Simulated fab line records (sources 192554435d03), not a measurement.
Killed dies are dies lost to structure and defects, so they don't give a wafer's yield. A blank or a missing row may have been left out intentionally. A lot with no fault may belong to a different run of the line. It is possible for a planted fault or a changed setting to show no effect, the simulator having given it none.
fab line records | flow n5Finfet
record: lots: 13 | wafers: 36 | lastDay: 17
route steps=1938 shown BEOL_M5@1180 PASSIVATION@1936
lots untouched by any fault: they come from a run of this same line in which no faults occurred
startH: start of the lot's first displayed wafer, in hours after the record's first day | waitH: time in hours since the lot's previous step | " repeats the value in the row above | L1.1+2: several wafers, shown together as one row | - no value present, or no start provided | * or withheld: withheld | < > ~ a bound
route shown NAME@n: names a module that has steps shown in the file, with the first one's number in the route | usual: mean/standard deviation taken from wafers without a fault | same: alike in all rows | chamber/n: place in a boat | sites: each site's reading | _std_site: the values' standard deviation | _edge_site: mean of outer sites minus mean of inner sites | radiusMm: how far each site lies from the wafer's centre | mask NAME#n: copy n | behind: the tool/chamber that last shaped the wafer | hold: what put the lot on hold/how long, in hours/how the hold closed | device: which transistor (n, p or np) failed to switch | end of line: at the end of the route, the tests of the same wafers | a step with no rows: only its recipe | killed: dies that structure and defects cost at the first sort, which is not the same as the wafer's yield | map: a wafer's dies, marking killed ones x, the rest . and places with no die _
set.NAME: the setting as run; set.NAME@STEP: as run at that earlier step | model.NAME: the simulator's own value behind a step, which no gauge read
the route's steps for a sample of lots (tables are steps, rows are wafers)
services: the hour from which a tool's chamber was out of use, counted from the record's first day as startH (under 0 if before that day), plus the number of hours and why
== steps ==
step: N5_BEOL_M5_ANNEAL_84
recipe: tempC: 400 | timeS: 1800 | ambient: vacuum
usual: heaterPowerW: 816/75
lot.wafer | tool          | chamber | startH | waitH | heaterPowerW
L214.2    | pvdSputter-02 | -       | 186.59 | 0.0   | 905
L214.5    | "             | -       | "      | "     | 748
L214.6    | "             | -       | "      | "     | 803
L216.2    | pvdSputter-01 | -       | 188.39 | 0.0   | 849
L216.4    | "             | -       | "      | "     | 880
L216.6    | "             | -       | "      | "     | 803
L215.3    | pvdSputter-03 | -       | 188.52 | 0.0   | 842
L215.4    | "             | -       | "      | "     | 671
L213.1    | pvdSputter-02 | -       | 197.54 | 0.0   | 885
L213.3    | "             | -       | "      | "     | 863
L213.5    | "             | -       | "      | "     | 924
L219.2    | pvdSputter-03 | -       | 209.83 | 0.0   | 855
L219.3    | "             | -       | "      | "     | 842
L219.6    | "             | -       | "      | "     | 832
L220.1    | pvdSputter-02 | -       | 215.40 | 0.0   | 851
L220.4    | "             | -       | "      | "     | 775
L220.5    | "             | -       | "      | "     | 909
L221.2    | pvdSputter-01 | -       | 227.33 | 0.0   | 845
L221.4    | "             | -       | "      | "     | 878
L222.1    | pvdSputter-03 | -       | 234.42 | 0.0   | 898
L222.3    | "             | -       | "      | "     | 856
L222.4    | "             | -       | "      | "     | 832
L228.2    | pvdSputter-01 | -       | 270.45 | 0.0   | 840
L228.5    | "             | -       | "      | "     | 892
L228.6    | "             | -       | "      | "     | 843
L230.2    | pvdSputter-03 | -       | 276.19 | 0.0   | 844
L230.5    | "             | -       | "      | "     | 859
L230.6    | "             | -       | "      | "     | 841
L229.2    | pvdSputter-01 | -       | 283.59 | 0.0   | 880
L229.3    | "             | -       | "      | "     | 842
L231.2    | pvdSputter-03 | -       | 290.45 | 0.0   | 836
L231.4    | "             | -       | "      | "     | 883
L231.5    | "             | -       | "      | "     | 854
L235.1    | pvdSputter-02 | -       | 312.31 | 0.0   | 786
L235.4    | "             | -       | "      | "     | 888
L235.6    | "             | -       | "      | "     | 765
step: N5_BEOL_M5_ECD_50
recipe: material: Cu | targetThkA: 3000
lot.wafer  | tool     | chamber | startH | waitH
L214.2+5+6 | ecdCu-01 | 1,0,1   | 188.81 | 0.1
L216.2+4+6 | ecdCu-02 | 1,0,1   | 190.61 | 0.1
L215.3+4   | ecdCu-01 | 1,0     | 190.76 | 0.1
L213.1+3+5 | ecdCu-02 | 0,1,1   | 199.88 | 0.1
L219.2+3+6 | ecdCu-01 | 1,0,0   | 212.04 | 0.1
L220.1+4+5 | ecdCu-02 | 0       | 217.61 | 0.1
L221.2+4   | ecdCu-02 | 1,0     | 229.54 | 0.1
L222.1+3+4 | ecdCu-02 | 0,0,1   | 236.63 | 0.1
L228.2+5+6 | ecdCu-02 | 1,0,1   | 272.66 | 0.1
L230.2+5+6 | ecdCu-02 | 1,1,0   | 278.40 | 0.1
L229.2+3   | ecdCu-02 | 0       | 285.80 | 0.1
L231.2+4+5 | ecdCu-01 | 0,1,0   | 292.66 | 0.1
L235.1+4+6 | ecdCu-01 | 1,0,0   | 314.52 | 0.1
step: N5_BEOL_M5_ANNEAL_51
recipe: tempC: 225 | timeS: 90 | ambient: N2
usual: wafer_temp_C_max: 225.9/0.42
lot.wafer | tool         | chamber | startH | waitH | wafer_temp_C_max
L214.2    | rtpAnneal-02 | 0       | 188.94 | 0.1   | 225.4
L214.5    | "            | 0       | "      | "     | 225.4
L214.6    | "            | 0       | "      | "     | 225.7
L216.2    | rtpAnneal-02 | 0       | 190.74 | 0.1   | 225.4
L216.4    | "            | 0       | "      | "     | 225.6
L216.6    | "            | 0       | "      | "     | 225.3
L215.3    | rtpAnneal-01 | 0       | 190.91 | 0.1   | 226.1
L215.4    | "            | 0       | "      | "     | 225.8
L213.1    | rtpAnneal-02 | 0       | 200.41 | 0.5   | 225.7
L213.3    | "            | 0       | "      | "     | 225.5
L213.5    | "            | 0       | "      | "     | 225.5
L219.2    | rtpAnneal-01 | 0       | 212.17 | 0.1   | 226.8
L219.3    | "            | 0       | "      | "     | 226.2
L219.6    | "            | 0       | "      | "     | 226.3
L220.1    | rtpAnneal-02 | 0       | 217.79 | 0.2   | 225.2
L220.4    | "            | 0       | "      | "     | 225.5
L220.5    | "            | 0       | "      | "     | 225.2
L221.2    | rtpAnneal-02 | 0       | 229.67 | 0.1   | 225.7
L221.4    | "            | 0       | "      | "     | 225.7
L222.1    | rtpAnneal-01 | 0       | 236.72 | 0.1   | 226.2
L222.3    | "            | 0       | "      | "     | 226.5
L222.4    | "            | 0       | "      | "     | 226.5
L228.2    | rtpAnneal-02 | 0       | 272.80 | 0.1   | 225.7
L228.5    | "            | 0       | "      | "     | 226.0
L228.6    | "            | 0       | "      | "     | 226.0
L230.2    | rtpAnneal-01 | 0       | 278.68 | 0.3   | 226.7
L230.5    | "            | 0       | "      | "     | 226.8
L230.6    | "            | 0       | "      | "     | 226.2
L229.2    | rtpAnneal-02 | 0       | 285.93 | 0.1   | 225.8
L229.3    | "            | 0       | "      | "     | 225.7
L231.2    | rtpAnneal-02 | 0       | 292.79 | 0.1   | 225.7
L231.4    | "            | 0       | "      | "     | 225.5
L231.5    | "            | 0       | "      | "     | 225.7
L235.1    | rtpAnneal-02 | 0       | 314.60 | 0.1   | 226.1
L235.4    | "            | 0       | "      | "     | 225.8
L235.6    | "            | 0       | "      | "     | 225.8
step: N5_BEOL_M5_CMP_52
recipe: stopOn: SiCOH_lowk | tOverpolishS: 6.9 | downForcePsi: 1 | platenRpm: 50 | clearingPlatenDownForcePsi: 1.5 | clearingPlatenRpm: 50 | postCmpClean: cuAlkaline | targetThkNm: 62 | clearingPlatenPadVelocityMS: 0.99484 | padVelocityMS: 0.99484
usual: motorCurrentA: 6.1/0.52 | timeToEndpointS: 65/4.9
lot.wafer | tool   | chamber | startH | waitH | motorCurrentA | timeToEndpointS
L214.2    | cmp-04 | 3       | 189.23 | 0.2   | 6.8           | 58
L214.6    | "      | 2       | "      | "     | 5.3           | 65
L214.5    | "      | 3       | "      | "     | 7.3           | 60
L216.2    | cmp-02 | 1       | 191.06 | 0.3   | 6.5           | 63
L216.4    | "      | 2       | "      | "     | 5.4           | 62
L216.6    | "      | 0       | "      | "     | 6.0           | 69
L215.3    | cmp-04 | 3       | 191.19 | 0.2   | 7.2           | 60
L215.4    | "      | 0       | "      | "     | 5.7           | 65
L213.3    | cmp-01 | 0       | 200.72 | 0.2   | 6.3           | 53
L213.1    | "      | 3       | "      | "     | 6.3           | 69
L213.5    | "      | 0       | "      | "     | 6.6           | 55
L219.2    | cmp-04 | 3       | 212.48 | 0.3   | 7.4           | 58
L219.3    | "      | 1       | "      | "     | 6.1           | 64
L219.6    | "      | 3       | "      | "     | 7.3           | 60
L220.1    | cmp-02 | 2       | 218.13 | 0.3   | 5.5           | 62
L220.4    | "      | 3       | "      | "     | 6.1           | 66
L220.5    | "      | 2       | "      | "     | 5.4           | 64
L221.4    | cmp-01 | 3       | 229.92 | 0.1   | 6.6           | 72
L221.2    | "      | 2       | "      | "     | 6.6           | 62
L222.3    | cmp-01 | 0       | 237.02 | 0.2   | 6.5           | 56
L222.1    | "      | 1       | "      | "     | 5.9           | 69
L222.4    | "      | 2       | "      | "     | 6.6           | 62
L228.2    | cmp-01 | 1       | 273.16 | 0.3   | 6.1           | 37
L228.6    | "      | 2       | "      | "     | 6.8           | 30
L228.5    | "      | 3       | "      | "     | 6.1           | 70
L230.2    | cmp-02 | 0       | 279.01 | 0.3   | 6.3           | 35
L230.6    | "      | 2       | "      | "     | 5.4           | 25
L230.5    | "      | 3       | "      | "     | 6.0           | 65
L229.3    | cmp-04 | 3       | 286.26 | 0.2   | 7.8           | 60
L229.2    | "      | 0       | "      | "     | 5.9           | 36
L231.2    | cmp-01 | 0       | 293.08 | 0.2   | 6.4           | 56
L231.4    | "      | 2       | "      | "     | 6.7           | 65
L231.5    | "      | 0       | "      | "     | 6.1           | 58
L235.4    | cmp-02 | 2       | 315.21 | 0.4   | 5.6           | 61
L235.1    | "      | 3       | "      | "     | 5.8           | 65
L235.6    | "      | 3       | "      | "     | 5.9           | 68
step: N5_BEOL_M5_PRE_CLEAN_77
recipe: gas: NH3/H2 | timeS: 15 | tempC: * | rfPowerW: 300
usual: heaterPowerW: 85/7.1
lot.wafer | tool     | chamber | startH | waitH | heaterPowerW
L214.2    | cvdCo-02 | 2       | 189.52 | 0.0   | 72
L214.5    | "        | 0       | "      | "     | 85
L214.6    | "        | 1       | "      | "     | 79
L216.2    | cvdCo-01 | 0       | 191.32 | 0.0   | 94
L216.4    | "        | 2       | "      | "     | 90
L216.6    | "        | 0       | "      | "     | 92
L215.3    | cvdCo-02 | 1       | 191.45 | 0.0   | 84
L215.4    | "        | 0       | "      | "     | 85
L213.1    | cvdCo-01 | 0       | 201.05 | 0.0   | 92
L213.3    | "        | 2       | "      | "     | 91
L213.5    | "        | 1       | "      | "     | 86
L219.2    | cvdCo-01 | 1       | 212.77 | 0.0   | 86
L219.3    | "        | 0       | "      | "     | 94
L219.6    | "        | 2       | "      | "     | 89
L220.1    | cvdCo-02 | 0       | 218.42 | 0.0   | 87
L220.4    | "        | 1       | "      | "     | 80
L220.5    | "        | 0       | "      | "     | 84
L221.2    | cvdCo-01 | 1       | 230.26 | 0.0   | 86
L221.4    | "        | 0       | "      | "     | 94
L222.1    | cvdCo-01 | 1       | 237.35 | 0.0   | 88
L222.3    | "        | 2       | "      | "     | 89
L222.4    | "        | 2       | "      | "     | 90
L228.2    | cvdCo-02 | 2       | 273.38 | 0.0   | 72
L228.5    | "        | 1       | "      | "     | 81
L228.6    | "        | 2       | "      | "     | 72
L230.2    | cvdCo-02 | 2       | 279.26 | 0.0   | 72
L230.5    | "        | 2       | "      | "     | 70
L230.6    | "        | 1       | "      | "     | 81
L229.2    | cvdCo-02 | 2       | 286.51 | 0.0   | 73
L229.3    | "        | 0       | "      | "     | 86
L231.2    | cvdCo-02 | 1       | 293.37 | 0.0   | 82
L231.4    | "        | 0       | "      | "     | 83
L231.5    | "        | 2       | "      | "     | 70
L235.1    | cvdCo-01 | 2       | 315.54 | 0.0   | 88
L235.4    | "        | 0       | "      | "     | 97
L235.6    | "        | 2       | "      | "     | 93
step: N5_PASSIVATION_PROBE_49
usual: defectLimitedYield: 91.3/1.4 | killed_at_M0_to_M3: 32/9.5 | killed_at_M4_up: 14/5.2 | killedAtContacts: 13/5.7 | killedAtFrontEnd: 41/12 | killedAtOther: 3.5/2.6 | killedDies: 103/17 | killedOpen: 68/14 | killedShort: 32/7 | sort_bin_4_leakage: 0.01/0.051 | sort_bin_5_function: 5.0/0.91 | sort_bin_6_memory: 3.3/0.7 | sort_bin_8_speed: 0.03/0.22 | sortNPass: 1076/17 | sortYieldPct: 91.2/1.4
same: grossDies: 1180 | killedAtBackSide: 0
lot.wafer | tool      | chamber | startH | waitH | defectLimitedYield[%] | killed_at_M0_to_M3 | killed_at_M4_up | killedAtContacts | killedAtFrontEnd | killedAtOther | killedDies | killedOpen | killedShort | sort_bin_4_leakage[%] | sort_bin_5_function[%] | sort_bin_6_memory[%] | sort_bin_8_speed[%] | sortNPass | sortYieldPct[%]
L229.2    | prober-02 | -       | 372.36 | 0.1   | 87.5                  | 58                 | 16              | 12               | 60               | 1             | 147        | 101        | 35          | 0                     | 7.1                    | 4.2                  | 0                   | 1033      | 87.5
killed by level:class
L229.2 BEOL_M0_SAQP:geometricParticle:open=23 FIN_SAQP:geometricParticle:open=18 BEOL_M0_SAQP:geometricParticle:short=16 STI_FIN_REVEAL:geometricParticle:open=14 MOL_CONTACT_COAG:geometricParticle:open=12 HKMG_FIN:areaEtch=11 BEOL_M1:geometricParticle:open=5 BEOL_M2:geometricParticle:open=5
== services ==
tool          | chamber | startH | hours | kind
ecdCu-02      | -       | 166.12 | 0.7   | repair
cmp-04        | -       | 172.72 | 1.8   | repair
cvdCo-02      | 0       | 178.70 | 4.6   | repair
rtpAnneal-02  | -       | 212.99 | 3.6   | pm
cmp-02        | -       | 220.16 | 0.4   | repair
cmp-02        | -       | 235.04 | 8.3   | pm
cmp-02        | -       | 253.42 | 4.0   | pm
cmp-04        | -       | 256.08 | 18.7  | pm
cmp-02        | -       | 257.42 | -     | consumableReplace:conditioner
cmp-02        | -       | 257.42 | -     | consumableReplace:pad
cmp-01        | -       | 258.31 | 4.0   | pm
cvdCo-02      | -       | 261.61 | 0.6   | repair
cmp-01        | -       | 262.31 | -     | consumableReplace:conditioner
cmp-01        | -       | 262.31 | -     | consumableReplace:pad
cmp-02        | -       | 263.62 | 0.2   | repair
cmp-02        | -       | 273.23 | 0.6   | repair
cmp-04        | -       | 275.43 | 4.6   | pm
cmp-02        | -       | 285.49 | 0.8   | repair
cmp-04        | -       | 287.18 | 3.8   | repair
cvdCo-01      | -       | 289.01 | 1.2   | repair
cvdCo-01      | -       | 298.06 | 0.6   | repair
pvdSputter-02 | -       | 303.66 | 4.3   | repair
cmp-04        | -       | 314.23 | 4.0   | pm
ecdCu-01      | -       | 314.71 | 3.6   | repair
== key ==
firstSign: step: N5_BEOL_M5_CMP_52 | reading: timeToEndpointS | direction: down | sigmas: 6.6 | usual: * | struck: *
effect none on later readings
metAt N5_BEOL_M5_ECD_50
struckLots L228,L229,L230
struckWafers L228.2,L228.6,L229.2,L230.2,L230.6
baselineLoss: step: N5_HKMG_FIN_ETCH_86 | wafers: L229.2
notActingAt N5_BEOL_M5_ANNEAL_84,N5_BEOL_M5_ANNEAL_51,N5_BEOL_M5_PRE_CLEAN_77
onsetBetween 236.63 272.66
fault: kind: processParameterDrift | tool: ecdCu-02 | chamber: - | onsetH: 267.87 | steps: N5_BEOL_M5_ECD_50 | channel: targetThkA | offset: * | shape: step | endH: 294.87 | scope: struckWafersOnly | actsIn: * | stated: *
baselineLoss: these wafers lose ten dies or more at that step, a loss of the line's own and not of a fault; the sort's usual values leave them out
